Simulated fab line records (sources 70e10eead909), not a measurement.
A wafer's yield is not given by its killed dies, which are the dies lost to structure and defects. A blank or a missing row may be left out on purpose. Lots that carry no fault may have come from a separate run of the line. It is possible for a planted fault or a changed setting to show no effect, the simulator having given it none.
Chamber matching / flow nand_harc / NHARC_P_BONDPAD_CMP_32 on cmp-02: 4 sister chambers
The step polishes SiCN, target thk 200 nm. 18 wafers are shown with their chamber, then 9 later ones without.

== WAFERS PAIRED WITH THEIR CHAMBERS ==
wafer=L079.2; chamber=0; motor_current_A (A)=12.0; retaining_ring_pressure_frac=0.996; slurry_filter_dp_kPa (kPa)=13.41
wafer=L079.4; chamber=2; motor_current_A (A)=11.4; retaining_ring_pressure_frac=1.004; slurry_filter_dp_kPa (kPa)=13.78
wafer=L079.5; chamber=2; motor_current_A (A)=11.6; retaining_ring_pressure_frac=1.004; slurry_filter_dp_kPa (kPa)=13.58
wafer=L080.1; chamber=3; motor_current_A (A)=14.3; retaining_ring_pressure_frac=1.009; slurry_filter_dp_kPa (kPa)=13.61
wafer=L080.2; chamber=2; motor_current_A (A)=11.5; retaining_ring_pressure_frac=0.997; slurry_filter_dp_kPa (kPa)=13.38
wafer=L080.3; chamber=1; motor_current_A (A)=11.6; retaining_ring_pressure_frac=1.004; slurry_filter_dp_kPa (kPa)=13.51
wafer=L085.2; chamber=2; motor_current_A (A)=11.9; retaining_ring_pressure_frac=0.988; slurry_filter_dp_kPa (kPa)=13.74
wafer=L085.5; chamber=0; motor_current_A (A)=11.6; retaining_ring_pressure_frac=1.006; slurry_filter_dp_kPa (kPa)=13.52
wafer=L085.6; chamber=1; motor_current_A (A)=12.0; retaining_ring_pressure_frac=1.007; slurry_filter_dp_kPa (kPa)=13.50
wafer=L087.1; chamber=0; motor_current_A (A)=11.6; retaining_ring_pressure_frac=0.993; slurry_filter_dp_kPa (kPa)=13.69
wafer=L087.4; chamber=3; motor_current_A (A)=13.9; retaining_ring_pressure_frac=1.008; slurry_filter_dp_kPa (kPa)=13.48
wafer=L087.6; chamber=0; motor_current_A (A)=11.1; retaining_ring_pressure_frac=0.999; slurry_filter_dp_kPa (kPa)=13.71
wafer=L086.3; chamber=2; motor_current_A (A)=11.2; retaining_ring_pressure_frac=1.007; slurry_filter_dp_kPa (kPa)=13.38
wafer=L086.4; chamber=3; motor_current_A (A)=14.2; retaining_ring_pressure_frac=0.997; slurry_filter_dp_kPa (kPa)=13.49
wafer=L086.5; chamber=0; motor_current_A (A)=11.1; retaining_ring_pressure_frac=1.001; slurry_filter_dp_kPa (kPa)=13.53
wafer=L088.3; chamber=2; motor_current_A (A)=11.4; retaining_ring_pressure_frac=0.995; slurry_filter_dp_kPa (kPa)=13.45
wafer=L088.5; chamber=1; motor_current_A (A)=11.6; retaining_ring_pressure_frac=0.992; slurry_filter_dp_kPa (kPa)=13.59
wafer=L088.6; chamber=0; motor_current_A (A)=12.5; retaining_ring_pressure_frac=0.995; slurry_filter_dp_kPa (kPa)=13.69

SIGNATURES (means of the wafers above)
reading=motor_current_A; chamber 0=11.650; chamber 1=11.733; chamber 2=11.500; chamber 3=14.133; scatter within a chamber=0.371
reading=retaining_ring_pressure_frac; chamber 0=0.99833; chamber 1=1.00100; chamber 2=0.99917; chamber 3=1.00467; scatter within a chamber=0.00644
reading=slurry_filter_dp_kPa; chamber 0=13.5917; chamber 1=13.5333; chamber 2=13.5517; chamber 3=13.5267; scatter within a chamber=0.133
Rule: a wafer lies at a distance from a chamber equal to the root of the sum of squares, over the readings, of (its reading less the chamber's mean, divided by the reading's scatter). The wafer belongs to the nearest chamber; if the next one is less than 2 further off, it can't be placed. The scatter is the square root of a quotient: the sum, over the shown wafers, of each reading's squared deviation from its chamber's mean, divided by wafers minus chambers.

== WAFERS MISSING THEIR CHAMBER ==
wafer=L090.1; motor_current_A (A)=13.7; retaining_ring_pressure_frac=1.001; slurry_filter_dp_kPa (kPa)=13.60
wafer=L090.2; motor_current_A (A)=12.3; retaining_ring_pressure_frac=0.994; slurry_filter_dp_kPa (kPa)=13.45
wafer=L090.4; motor_current_A (A)=12.3; retaining_ring_pressure_frac=0.999; slurry_filter_dp_kPa (kPa)=13.51
wafer=L092.1; motor_current_A (A)=11.5; retaining_ring_pressure_frac=0.995; slurry_filter_dp_kPa (kPa)=13.45
wafer=L092.4; motor_current_A (A)=12.1; retaining_ring_pressure_frac=1.001; slurry_filter_dp_kPa (kPa)=13.50
wafer=L092.5; motor_current_A (A)=11.2; retaining_ring_pressure_frac=1.004; slurry_filter_dp_kPa (kPa)=13.53
wafer=L094.3; motor_current_A (A)=11.8; retaining_ring_pressure_frac=1.001; slurry_filter_dp_kPa (kPa)=13.25
wafer=L094.4; motor_current_A (A)=13.8; retaining_ring_pressure_frac=0.999; slurry_filter_dp_kPa (kPa)=13.61
wafer=L094.6; motor_current_A (A)=12.3; retaining_ring_pressure_frac=1.008; slurry_filter_dp_kPa (kPa)=13.51

== EACH ONE'S CHAMBER ==
wafer=L090.1; from the rows above=3; in truth=3
wafer=L090.2; from the rows above=can't be placed: 1 or 0 or 2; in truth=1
wafer=L090.4; from the rows above=can't be placed: 1 or 0 or 2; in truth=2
wafer=L092.1; from the rows above=can't be placed: 2 or 0 or 1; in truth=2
wafer=L092.4; from the rows above=can't be placed: 1 or 0 or 2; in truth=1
wafer=L092.5; from the rows above=can't be placed: 2 or 1 or 0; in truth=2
wafer=L094.3; from the rows above=can't be placed: 1 or 2 or 0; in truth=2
wafer=L094.4; from the rows above=3; in truth=3
wafer=L094.6; from the rows above=can't be placed: 1 or 0 or 2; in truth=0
2 of 9 placed correctly. Unplaceable from these rows: 7, with the true chamber sitting among the candidates in 7. 0 placed wrongly.
